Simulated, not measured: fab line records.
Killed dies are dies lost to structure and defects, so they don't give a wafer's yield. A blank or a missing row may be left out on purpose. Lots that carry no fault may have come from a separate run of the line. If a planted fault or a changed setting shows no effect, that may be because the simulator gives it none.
fab line records :: flow nandHarc
record:
  lots: 6
  wafers: 18
  lastDay: 31
route steps=1302 shown A_BONDPAD@1207
lots that met no fault: from a run of the same line without faults
startH: start of the lot's first displayed wafer, in hours after the record's first day :: waitH: hours since the lot's step before :: " the same as in the row above :: L1.1+2: several wafers, shown together as one row :: - either no value or no given start :: * or withheld: withheld :: < > ~ a bound
route shown NAME@n: a module of which the file shows steps, and the number in the route of the first :: usual: mean and standard deviation over wafers with no fault :: same: alike in all rows :: chamber/n: place in a boat :: sites: each site's reading :: _std_site: the values' standard deviation :: _edge_site: inner sites' mean taken away from outer sites' mean :: radiusMm: for every site, how far away it sits from the centre of the wafer :: mask NAME#n: copy n :: behind: the tool/chamber that last shaped the wafer :: hold: reason for holding the lot/hours on hold/outcome of the hold :: device: which transistor (n, p or np) failed to switch :: end of line: the tests these same wafers got at the end of their route :: a step without rows: its recipe alone :: killed: count of dies lost to structure and defects at first sort (not the wafer's yield) :: map: dies across one wafer; x = killed, . = not, _ = none there
set.NAME: the run value of the setting; set.NAME@STEP: its run value at that earlier step :: model.NAME: the simulator's own value behind a step, which no gauge read
lots seen at some steps along the route; tables by step, rows by wafer
services: from which hour (startH, from the record's first day; less than 0 if before it) a tool's chamber was out of use, for how many hours, and why
== steps ==
step: NHARC_A_BONDPAD_HMDS_02
recipe:
  timeS: 30
step: NHARC_A_BONDPAD_COAT_33
recipe:
  tempC: 200
  timeS: 65
step: NHARC_A_BONDPAD_COAT_03
recipe:
  spinRpm: 2000
  resistThkNm: 600
step: NHARC_A_BONDPAD_SOFTBAKE_04
recipe:
  tempC: 125
  timeS: 70
step: NHARC_A_BONDPAD_EBR_05
step: NHARC_A_BONDPAD_EXPOSE_06
recipe:
  na: 0.55
  doseMj: 36.99
  maskId: A_BPAD
step: NHARC_A_BONDPAD_PEB_07
recipe:
  pebTempC: 128
  pebTimeS: 80
step: NHARC_A_BONDPAD_DEVELOP_08
recipe:
  timeS: 50
  devTempC: 22
step: NHARC_A_BONDPAD_CD_MEAS_09
recipe:
  targetCdNm: 500
  landingEnergyEv: 500
usual:
  cdNm: 500.2/1.2
lot.wafer: L282.1
tool: cdSem-01
chamber: 0
startH: 528.39
waitH: -
cdNm: 501.2

lot.wafer: L282.4
tool: cdSem-01
chamber: 0
startH: 528.39
waitH: -
cdNm: 498.3

lot.wafer: L282.5
tool: cdSem-01
chamber: 0
startH: 528.39
waitH: -
cdNm: 498.4

lot.wafer: L280.1
tool: cdSem-02
chamber: 0
startH: 541.86
waitH: -
cdNm: 500.0

lot.wafer: L280.5
tool: cdSem-02
chamber: 0
startH: 541.86
waitH: -
cdNm: 500.4

lot.wafer: L280.6
tool: cdSem-02
chamber: 0
startH: 541.86
waitH: -
cdNm: 500.4

lot.wafer: L291.1
tool: cdSem-02
chamber: 0
startH: 640.18
waitH: -
cdNm: 498.3

lot.wafer: L291.2
tool: cdSem-02
chamber: 0
startH: 640.18
waitH: -
cdNm: 498.0

lot.wafer: L291.4
tool: cdSem-02
chamber: 0
startH: 640.18
waitH: -
cdNm: 499.0

lot.wafer: L293.1
tool: cdSem-03
chamber: 0
startH: 662.54
waitH: -
cdNm: 499.1

lot.wafer: L293.3
tool: cdSem-03
chamber: 0
startH: 662.54
waitH: -
cdNm: 499.9

lot.wafer: L293.4
tool: cdSem-03
chamber: 0
startH: 662.54
waitH: -
cdNm: 500.7

lot.wafer: L296.4
tool: cdSem-02
chamber: 0
startH: 682.65
waitH: -
cdNm: 502.2

lot.wafer: L296.5
tool: cdSem-02
chamber: 0
startH: 682.65
waitH: -
cdNm: 500.6

lot.wafer: L296.6
tool: cdSem-02
chamber: 0
startH: 682.65
waitH: -
cdNm: 501.3

lot.wafer: L299.3
tool: cdSem-03
chamber: 0
startH: 708.63
waitH: -
cdNm: 500.5

lot.wafer: L299.5
tool: cdSem-03
chamber: 0
startH: 708.63
waitH: -
cdNm: 500.4

lot.wafer: L299.6
tool: cdSem-03
chamber: 0
startH: 708.63
waitH: -
cdNm: 501.7
step: NHARC_A_BONDPAD_OVL_MEAS_35
usual:
  overlayXNm: -1/4.4
  overlayYNm: 1/6.2
lot.wafer: L282.1
tool: overlay-02
chamber: -
startH: 528.48
waitH: -
overlayXNm: 2
overlayYNm: 3

lot.wafer: L282.4
tool: overlay-02
chamber: -
startH: 528.48
waitH: -
overlayXNm: 3
overlayYNm: 3

lot.wafer: L282.5
tool: overlay-02
chamber: -
startH: 528.48
waitH: -
overlayXNm: 3
overlayYNm: 3

lot.wafer: L280.1
tool: overlay-01
chamber: -
startH: 541.95
waitH: -
overlayXNm: -6
overlayYNm: 1

lot.wafer: L280.5
tool: overlay-01
chamber: -
startH: 541.95
waitH: -
overlayXNm: -6
overlayYNm: 1

lot.wafer: L280.6
tool: overlay-01
chamber: -
startH: 541.95
waitH: -
overlayXNm: -6
overlayYNm: 0

lot.wafer: L291.1
tool: overlay-02
chamber: -
startH: 640.28
waitH: -
overlayXNm: 1
overlayYNm: 12

lot.wafer: L291.2
tool: overlay-02
chamber: -
startH: 640.28
waitH: -
overlayXNm: 1
overlayYNm: 12

lot.wafer: L291.4
tool: overlay-02
chamber: -
startH: 640.28
waitH: -
overlayXNm: 0
overlayYNm: 12

lot.wafer: L293.1
tool: overlay-01
chamber: -
startH: 662.62
waitH: -
overlayXNm: 3
overlayYNm: 8

lot.wafer: L293.3
tool: overlay-01
chamber: -
startH: 662.62
waitH: -
overlayXNm: 3
overlayYNm: 8

lot.wafer: L293.4
tool: overlay-01
chamber: -
startH: 662.62
waitH: -
overlayXNm: 3
overlayYNm: 8

lot.wafer: L296.4
tool: overlay-01
chamber: -
startH: 682.73
waitH: -
overlayXNm: 1
overlayYNm: 6

lot.wafer: L296.5
tool: overlay-01
chamber: -
startH: 682.73
waitH: -
overlayXNm: 0
overlayYNm: 6

lot.wafer: L296.6
tool: overlay-01
chamber: -
startH: 682.73
waitH: -
overlayXNm: 0
overlayYNm: 6

lot.wafer: L299.3
tool: overlay-01
chamber: -
startH: 708.71
waitH: -
overlayXNm: -4
overlayYNm: 1

lot.wafer: L299.5
tool: overlay-01
chamber: -
startH: 708.71
waitH: -
overlayXNm: -3
overlayYNm: 1

lot.wafer: L299.6
tool: overlay-01
chamber: -
startH: 708.71
waitH: -
overlayXNm: -4
overlayYNm: 1
step: NHARC_A_BONDPAD_HARDBAKE_10
recipe:
  tempC: 118
  timeS: 65
step: NHARC_A_BONDPAD_DESCUM_11
recipe:
  timeS: 3
  o2FlowSccm: 200
  arFlowSccm: 0
  biasPowerW: 0
  chemistry: O2
usual:
  drypumpMotorCurrentA: 6.05/0.23
  o2FlowSccm: 200.0/0.52
  oesProductAu: 1.001/0.0076
  rfVppV: 57.9/0.97
  showerheadPlenumPTorr: 1.93/0.1
  throttleValvePct: 11.311/0.0096
same:
  biasPowerW: 0
lot.wafer: L282.1
tool: rieDiel-02
chamber: 1
startH: 528.61
waitH: -
drypumpMotorCurrentA: 6.02
o2FlowSccm: 199.5
oesProductAu: 0.996
rfHoursCounterH: 25
rfVppV: 58.7
showerheadPlenumPTorr: 2.06
throttleValvePct: 11.303

lot.wafer: L282.4
tool: rieDiel-02
chamber: 0
startH: 528.61
waitH: -
drypumpMotorCurrentA: 6.17
o2FlowSccm: 199.8
oesProductAu: 1.002
rfHoursCounterH: -
rfVppV: 57.7
showerheadPlenumPTorr: 2.07
throttleValvePct: 11.309

lot.wafer: L282.5
tool: rieDiel-02
chamber: 2
startH: 528.61
waitH: -
drypumpMotorCurrentA: 6.35
o2FlowSccm: 199.8
oesProductAu: 1.005
rfHoursCounterH: -
rfVppV: 60.5
showerheadPlenumPTorr: 1.99
throttleValvePct: 11.324

lot.wafer: L280.1
tool: rieDiel-12
chamber: 3
startH: 542.08
waitH: -
drypumpMotorCurrentA: 5.91
o2FlowSccm: 199.9
oesProductAu: 1.009
rfHoursCounterH: 2
rfVppV: 58.8
showerheadPlenumPTorr: 1.85
throttleValvePct: 11.311

lot.wafer: L280.5
tool: rieDiel-12
chamber: 2
startH: 542.08
waitH: -
drypumpMotorCurrentA: 5.74
o2FlowSccm: 200.3
oesProductAu: 0.993
rfHoursCounterH: -
rfVppV: 57.5
showerheadPlenumPTorr: 2.03
throttleValvePct: 11.302

lot.wafer: L280.6
tool: rieDiel-12
chamber: 3
startH: 542.08
waitH: -
drypumpMotorCurrentA: 5.93
o2FlowSccm: 199.8
oesProductAu: 0.999
rfHoursCounterH: -
rfVppV: 58.2
showerheadPlenumPTorr: 1.85
throttleValvePct: 11.304

lot.wafer: L291.1
tool: rieDiel-02
chamber: 3
startH: 640.41
waitH: -
drypumpMotorCurrentA: 5.59
o2FlowSccm: 200.6
oesProductAu: 1.005
rfHoursCounterH: 11
rfVppV: 56.9
showerheadPlenumPTorr: 1.77
throttleValvePct: 11.316

lot.wafer: L291.4
tool: rieDiel-02
chamber: 0
startH: 640.41
waitH: -
drypumpMotorCurrentA: 6.23
o2FlowSccm: 200.1
oesProductAu: 1.011
rfHoursCounterH: 13
rfVppV: 57.1
showerheadPlenumPTorr: 2.06
throttleValvePct: 11.313

lot.wafer: L291.2
tool: rieDiel-02
chamber: 1
startH: 640.41
waitH: -
drypumpMotorCurrentA: 6.02
o2FlowSccm: 200.5
oesProductAu: 1.002
rfHoursCounterH: 13
rfVppV: 59.5
showerheadPlenumPTorr: 2.05
throttleValvePct: 11.306

lot.wafer: L293.1
tool: rieDiel-02
chamber: 0
startH: 662.75
waitH: -
drypumpMotorCurrentA: 6.22
o2FlowSccm: 199.6
oesProductAu: 1.001
rfHoursCounterH: 18
rfVppV: 57.8
showerheadPlenumPTorr: 2.06
throttleValvePct: 11.312

lot.wafer: L293.3
tool: rieDiel-02
chamber: 1
startH: 662.75
waitH: -
drypumpMotorCurrentA: 6.02
o2FlowSccm: 199.8
oesProductAu: 0.994
rfHoursCounterH: 17
rfVppV: 59.3
showerheadPlenumPTorr: 2.05
throttleValvePct: 11.303

lot.wafer: L293.4
tool: rieDiel-02
chamber: 3
startH: 662.75
waitH: -
drypumpMotorCurrentA: 5.58
o2FlowSccm: 200.0
oesProductAu: 1.002
rfHoursCounterH: 17
rfVppV: 57.4
showerheadPlenumPTorr: 1.77
throttleValvePct: 11.326

lot.wafer: L296.4
tool: rieDiel-13
chamber: 0
startH: 682.87
waitH: -
drypumpMotorCurrentA: 6.45
o2FlowSccm: 199.5
oesProductAu: 1.006
rfHoursCounterH: 50
rfVppV: 56.1
showerheadPlenumPTorr: 1.79
throttleValvePct: 11.307

lot.wafer: L296.5
tool: rieDiel-13
chamber: 2
startH: 682.87
waitH: -
drypumpMotorCurrentA: 6.27
o2FlowSccm: 199.3
oesProductAu: 1.003
rfHoursCounterH: -
rfVppV: 58.1
showerheadPlenumPTorr: 2.04
throttleValvePct: 11.323

lot.wafer: L296.6
tool: rieDiel-13
chamber: 3
startH: 682.87
waitH: -
drypumpMotorCurrentA: 6.03
o2FlowSccm: 199.6
oesProductAu: 0.993
rfHoursCounterH: -
rfVppV: 58.0
showerheadPlenumPTorr: 1.78
throttleValvePct: 11.287

lot.wafer: L299.3
tool: rieDiel-12
chamber: 0
startH: 708.86
waitH: -
drypumpMotorCurrentA: 5.98
o2FlowSccm: 199.1
oesProductAu: 1.002
rfHoursCounterH: 2
rfVppV: 57.1
showerheadPlenumPTorr: 1.82
throttleValvePct: 11.318

lot.wafer: L299.6
tool: rieDiel-12
chamber: 3
startH: 708.86
waitH: -
drypumpMotorCurrentA: 5.92
o2FlowSccm: 199.5
oesProductAu: 0.994
rfHoursCounterH: -
rfVppV: 56.7
showerheadPlenumPTorr: 1.85
throttleValvePct: 11.310

lot.wafer: L299.5
tool: rieDiel-12
chamber: 0
startH: 708.86
waitH: -
drypumpMotorCurrentA: 5.96
o2FlowSccm: 200.5
oesProductAu: 1.009
rfHoursCounterH: -
rfVppV: 55.6
showerheadPlenumPTorr: 1.82
throttleValvePct: 11.317
step: NHARC_A_BONDPAD_ETCH_34
recipe:
  targetDepthA: 600
  overetchA: 180
  timeS: 65.91
  ionEnergyEv: 200
  n2FlowSccm: 150
  h2FlowSccm: 150
  arFlowSccm: 0
  rfW: 400
  biasW: 150
  chemistry: N2/H2
usual:
  drypumpMotorCurrentA: 6.05/0.22
  n2FlowSccm: 150.0/0.48
  oesProductAu: 1.001/0.0076
  rfVppV: 431/3.3
  showerheadPlenumPTorr: 2.06/0.11
  throttleValvePct: 14.171/0.0095
lot.wafer: L282.1
tool: rieDiel-02
chamber: 2
startH: 528.72
waitH: 0.1
drypumpMotorCurrentA: 6.39
n2FlowSccm: 149.6
oesProductAu: 1.003
rfHoursCounterH: 23
rfVppV: 432
showerheadPlenumPTorr: 2.13
throttleValvePct: 14.169

lot.wafer: L282.4
tool: rieDiel-02
chamber: 1
startH: 528.72
waitH: 0.1
drypumpMotorCurrentA: 6.01
n2FlowSccm: 150.3
oesProductAu: 0.999
rfHoursCounterH: -
rfVppV: 435
showerheadPlenumPTorr: 2.20
throttleValvePct: 14.180

lot.wafer: L282.5
tool: rieDiel-02
chamber: 2
startH: 528.72
waitH: 0.1
drypumpMotorCurrentA: 6.38
n2FlowSccm: 150.4
oesProductAu: 1.007
rfHoursCounterH: -
rfVppV: 432
showerheadPlenumPTorr: 2.13
throttleValvePct: 14.186

lot.wafer: L280.1
tool: rieDiel-12
chamber: 3
startH: 542.17
waitH: 0.1
drypumpMotorCurrentA: 5.89
n2FlowSccm: 150.5
oesProductAu: 1.000
rfHoursCounterH: 2
rfVppV: 427
showerheadPlenumPTorr: 1.97
throttleValvePct: 14.178

lot.wafer: L280.6
tool: rieDiel-12
chamber: 2
startH: 542.17
waitH: 0.1
drypumpMotorCurrentA: 5.74
n2FlowSccm: 150.1
oesProductAu: 0.996
rfHoursCounterH: -
rfVppV: 435
showerheadPlenumPTorr: 2.16
throttleValvePct: 14.181

lot.wafer: L280.5
tool: rieDiel-12
chamber: 3
startH: 542.17
waitH: 0.1
drypumpMotorCurrentA: 5.91
n2FlowSccm: 149.8
oesProductAu: 1.009
rfHoursCounterH: -
rfVppV: 428
showerheadPlenumPTorr: 1.97
throttleValvePct: 14.180

lot.wafer: L291.4
tool: rieDiel-02
chamber: 0
startH: 640.49
waitH: 0.1
drypumpMotorCurrentA: 6.21
n2FlowSccm: 149.5
oesProductAu: 1.001
rfHoursCounterH: 13
rfVppV: 433
showerheadPlenumPTorr: 2.20
throttleValvePct: 14.154

lot.wafer: L291.2
tool: rieDiel-02
chamber: 1
startH: 640.49
waitH: 0.1
drypumpMotorCurrentA: 6.01
n2FlowSccm: 150.4
oesProductAu: 0.991
rfHoursCounterH: 13
rfVppV: 435
showerheadPlenumPTorr: 2.19
throttleValvePct: 14.168

lot.wafer: L291.1
tool: rieDiel-02
chamber: 2
startH: 640.49
waitH: 0.1
drypumpMotorCurrentA: 6.40
n2FlowSccm: 150.2
oesProductAu: 0.808
rfHoursCounterH: 12
rfVppV: 433
showerheadPlenumPTorr: 2.12
throttleValvePct: 14.164

lot.wafer: L293.4
tool: rieDiel-02
chamber: 0
startH: 662.83
waitH: 0.1
drypumpMotorCurrentA: 6.26
n2FlowSccm: 150.3
oesProductAu: 1.019
rfHoursCounterH: 18
rfVppV: 436
showerheadPlenumPTorr: 2.20
throttleValvePct: 14.166

lot.wafer: L293.1
tool: rieDiel-02
chamber: 2
startH: 662.83
waitH: 0.1
drypumpMotorCurrentA: 6.39
n2FlowSccm: 150.0
oesProductAu: 0.809
rfHoursCounterH: 16
rfVppV: 432
showerheadPlenumPTorr: 2.12
throttleValvePct: 14.176

lot.wafer: L293.3
tool: rieDiel-02
chamber: 3
startH: 662.83
waitH: 0.1
drypumpMotorCurrentA: 5.61
n2FlowSccm: 150.0
oesProductAu: 0.811
rfHoursCounterH: 17
rfVppV: 426
showerheadPlenumPTorr: 1.88
throttleValvePct: 14.179

lot.wafer: L296.4
tool: rieDiel-13
chamber: 0
startH: 682.95
waitH: 0.1
drypumpMotorCurrentA: 6.45
n2FlowSccm: 149.8
oesProductAu: 1.008
rfHoursCounterH: 50
rfVppV: 428
showerheadPlenumPTorr: 1.91
throttleValvePct: 14.172

lot.wafer: L296.5
tool: rieDiel-13
chamber: 2
startH: 682.95
waitH: 0.1
drypumpMotorCurrentA: 6.25
n2FlowSccm: 149.1
oesProductAu: 1.009
rfHoursCounterH: -
rfVppV: 435
showerheadPlenumPTorr: 2.18
throttleValvePct: 14.184

lot.wafer: L296.6
tool: rieDiel-13
chamber: 3
startH: 682.95
waitH: 0.1
drypumpMotorCurrentA: 6.08
n2FlowSccm: 150.6
oesProductAu: 0.995
rfHoursCounterH: -
rfVppV: 426
showerheadPlenumPTorr: 1.89
throttleValvePct: 14.192

lot.wafer: L299.3
tool: rieDiel-12
chamber: 0
startH: 708.95
waitH: 0.1
drypumpMotorCurrentA: 5.97
n2FlowSccm: 150.8
oesProductAu: 1.006
rfHoursCounterH: 2
rfVppV: 426
showerheadPlenumPTorr: 1.93
throttleValvePct: 14.147

lot.wafer: L299.5
tool: rieDiel-12
chamber: 1
startH: 708.95
waitH: 0.1
drypumpMotorCurrentA: 6.18
n2FlowSccm: 150.2
oesProductAu: 1.002
rfHoursCounterH: -
rfVppV: 433
showerheadPlenumPTorr: 2.13
throttleValvePct: 14.165

lot.wafer: L299.6
tool: rieDiel-12
chamber: 0
startH: 708.95
waitH: 0.1
drypumpMotorCurrentA: 5.98
n2FlowSccm: 150.2
oesProductAu: 0.990
rfHoursCounterH: -
rfVppV: 427
showerheadPlenumPTorr: 1.94
throttleValvePct: 14.153
step: NHARC_A_BONDPAD_ETCH_12
recipe:
  targetDepthA: 2200
  timeS: 110
  chf3FlowSccm: 50
  o2FlowSccm: 10
  arFlowSccm: 200
  rfW: 500
  biasW: 200
  chemistry: CHF3/O2
usual:
  drypumpMotorCurrentA: 6.06/0.23
  o2FlowSccm: 10.001/0.03
  oesProductAu: 0.943/0.019
  rfVppV: 371.1/2.8
  showerheadPlenumPTorr: 2.43/0.12
  throttleValvePct: 20.573/0.0089
lot.wafer: L282.1
tool: rieDiel-02
chamber: 0
startH: -
waitH: -
drypumpMotorCurrentA: 6.23
o2FlowSccm: 9.978
oesProductAu: 0.919
rfHoursCounterH: 23
rfVppV: 373.7
showerheadPlenumPTorr: 2.59
throttleValvePct: 20.564

lot.wafer: L282.4
tool: rieDiel-02
chamber: 0
startH: -
waitH: -
drypumpMotorCurrentA: 6.25
o2FlowSccm: 10.015
oesProductAu: 0.921
rfHoursCounterH: -
rfVppV: 375.2
showerheadPlenumPTorr: 2.59
throttleValvePct: 20.567

lot.wafer: L282.5
tool: rieDiel-02
chamber: 1
startH: -
waitH: -
drypumpMotorCurrentA: 6.01
o2FlowSccm: 9.985
oesProductAu: 0.916
rfHoursCounterH: -
rfVppV: 374.3
showerheadPlenumPTorr: 2.58
throttleValvePct: 20.578

lot.wafer: L280.1
tool: rieDiel-12
chamber: 0
startH: -
waitH: -
drypumpMotorCurrentA: 5.96
o2FlowSccm: 10.022
oesProductAu: 0.983
rfHoursCounterH: 2
rfVppV: 368.3
showerheadPlenumPTorr: 2.29
throttleValvePct: 20.569

lot.wafer: L280.5
tool: rieDiel-12
chamber: 2
startH: -
waitH: -
drypumpMotorCurrentA: 5.73
o2FlowSccm: 10.058
oesProductAu: 0.964
rfHoursCounterH: -
rfVppV: 373.8
showerheadPlenumPTorr: 2.54
throttleValvePct: 20.568

lot.wafer: L280.6
tool: rieDiel-12
chamber: 3
startH: -
waitH: -
drypumpMotorCurrentA: 5.89
o2FlowSccm: 10.007
oesProductAu: 0.976
rfHoursCounterH: -
rfVppV: 369.6
showerheadPlenumPTorr: 2.33
throttleValvePct: 20.558

lot.wafer: L291.4
tool: rieDiel-02
chamber: 0
startH: -
waitH: -
drypumpMotorCurrentA: 6.21
o2FlowSccm: 10.009
oesProductAu: 0.928
rfHoursCounterH: 13
rfVppV: 373.8
showerheadPlenumPTorr: 2.58
throttleValvePct: 20.585

lot.wafer: L291.2
tool: rieDiel-02
chamber: 2
startH: -
waitH: -
drypumpMotorCurrentA: 6.33
o2FlowSccm: 9.995
oesProductAu: 0.937
rfHoursCounterH: 12
rfVppV: 372.1
showerheadPlenumPTorr: 2.49
throttleValvePct: 20.580

lot.wafer: L291.1
tool: rieDiel-02
chamber: 3
startH: -
waitH: -
drypumpMotorCurrentA: 5.62
o2FlowSccm: 10.025
oesProductAu: 0.936
rfHoursCounterH: 12
rfVppV: 366.2
showerheadPlenumPTorr: 2.23
throttleValvePct: 20.556

lot.wafer: L293.3
tool: rieDiel-02
chamber: 2
startH: -
waitH: -
drypumpMotorCurrentA: 6.35
o2FlowSccm: 10.007
oesProductAu: 0.939
rfHoursCounterH: 17
rfVppV: 371.5
showerheadPlenumPTorr: 2.49
throttleValvePct: 20.569

lot.wafer: L293.4
tool: rieDiel-02
chamber: 3
startH: -
waitH: -
drypumpMotorCurrentA: 5.60
o2FlowSccm: 10.001
oesProductAu: 0.930
rfHoursCounterH: 17
rfVppV: 366.6
showerheadPlenumPTorr: 2.23
throttleValvePct: 20.564

lot.wafer: L293.1
tool: rieDiel-02
chamber: 1
startH: -
waitH: -
drypumpMotorCurrentA: 6.01
o2FlowSccm: 10.020
oesProductAu: 0.924
rfHoursCounterH: 17
rfVppV: 373.0
showerheadPlenumPTorr: 2.57
throttleValvePct: 20.568

lot.wafer: L296.4
tool: rieDiel-13
chamber: 0
startH: -
waitH: -
drypumpMotorCurrentA: 6.45
o2FlowSccm: 10.013
oesProductAu: 0.927
rfHoursCounterH: 50
rfVppV: 369.6
showerheadPlenumPTorr: 2.25
throttleValvePct: 20.588

lot.wafer: L296.5
tool: rieDiel-13
chamber: 0
startH: -
waitH: -
drypumpMotorCurrentA: 6.46
o2FlowSccm: 9.998
oesProductAu: 0.919
rfHoursCounterH: -
rfVppV: 366.3
showerheadPlenumPTorr: 2.25
throttleValvePct: 20.577

lot.wafer: L296.6
tool: rieDiel-13
chamber: 1
startH: -
waitH: -
drypumpMotorCurrentA: 6.43
o2FlowSccm: 9.937
oesProductAu: 0.930
rfHoursCounterH: -
rfVppV: 371.5
showerheadPlenumPTorr: 2.46
throttleValvePct: 20.584

lot.wafer: L299.3
tool: rieDiel-12
chamber: 1
startH: -
waitH: -
drypumpMotorCurrentA: 6.16
o2FlowSccm: 9.974
oesProductAu: 0.960
rfHoursCounterH: 2
rfVppV: 373.6
showerheadPlenumPTorr: 2.50
throttleValvePct: 20.579

lot.wafer: L299.5
tool: rieDiel-12
chamber: 3
startH: -
waitH: -
drypumpMotorCurrentA: 5.92
o2FlowSccm: 9.989
oesProductAu: 0.952
rfHoursCounterH: -
rfVppV: 369.4
showerheadPlenumPTorr: 2.32
throttleValvePct: 20.576

lot.wafer: L299.6
tool: rieDiel-12
chamber: 1
startH: -
waitH: -
drypumpMotorCurrentA: 6.17
o2FlowSccm: 9.943
oesProductAu: 0.959
rfHoursCounterH: -
rfVppV: 372.3
showerheadPlenumPTorr: 2.50
throttleValvePct: 20.566
== services ==
tool: rieDiel-02
chamber: 3
startH: 520.28
hours: 9.4
kind: repair

tool: rieDiel-13
chamber: -
startH: 521.21
hours: 9.0
kind: pm

tool: rieDiel-02
chamber: 0
startH: 525.20
hours: -
kind: clean

tool: rieDiel-02
chamber: 1
startH: 525.20
hours: -
kind: clean

tool: rieDiel-02
chamber: 2
startH: 525.20
hours: -
kind: clean

tool: rieDiel-12
chamber: 0
startH: 525.73
hours: 8.4
kind: repair

tool: rieDiel-12
chamber: 2
startH: 531.90
hours: 2.6
kind: repair

tool: rieDiel-02
chamber: 0
startH: 549.70
hours: -
kind: clean

tool: rieDiel-02
chamber: 1
startH: 549.70
hours: -
kind: clean

tool: rieDiel-02
chamber: 2
startH: 549.70
hours: -
kind: clean

tool: rieDiel-02
chamber: 3
startH: 549.70
hours: -
kind: clean

tool: rieDiel-12
chamber: 2
startH: 552.92
hours: 6.1
kind: repair

tool: rieDiel-02
chamber: -
startH: 570.70
hours: 9.0
kind: pm

tool: rieDiel-12
chamber: -
startH: 571.93
hours: 0.4
kind: repair

tool: rieDiel-13
chamber: -
startH: 597.85
hours: 0.8
kind: repair

tool: rieDiel-12
chamber: -
startH: 622.40
hours: 9.0
kind: pm

tool: rieDiel-02
chamber: 3
startH: 633.45
hours: 5.0
kind: repair

tool: rieDiel-12
chamber: 0
startH: 668.63
hours: 6.6
kind: repair

tool: rieDiel-02
chamber: -
startH: 668.68
hours: 1.2
kind: repair

tool: rieDiel-12
chamber: 2
startH: 674.31
hours: 1.3
kind: repair

tool: rieDiel-12
chamber: -
startH: 678.84
hours: 0.5
kind: repair

tool: rieDiel-12
chamber: 2
startH: 692.30
hours: 19.3
kind: repair

tool: rieDiel-12
chamber: 1
startH: 696.46
hours: 2.1
kind: repair

tool: rieDiel-13
chamber: -
startH: 698.21
hours: 9.0
kind: pm
== key ==
firstSign:
  step: NHARC_A_BONDPAD_ETCH_34
  reading: oesProductAu
  direction: down
  sigmas: 25
  usual: 1.001
  struck: 0.809
effect none on later readings
metAt NHARC_A_BONDPAD_ETCH_34
struckWafers L291.1,L293.1,L293.3
sortLeftOut L291.1,L293.1,L293.3
onsetBetween 528.72 640.49
fault:
  kind: processParameterDrift
  tool: rieDiel-02
  chamber: -
  onsetH: 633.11
  steps: NHARC_A_BONDPAD_ETCH_34
  channel: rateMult
  offset: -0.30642
  shape: step
  endH: 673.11
  scope: struckWafersOnly
sortLeftOut: the simulated sort isn't trusted on such a fault, so these wafers' sort isn't shown, and their yield isn't known
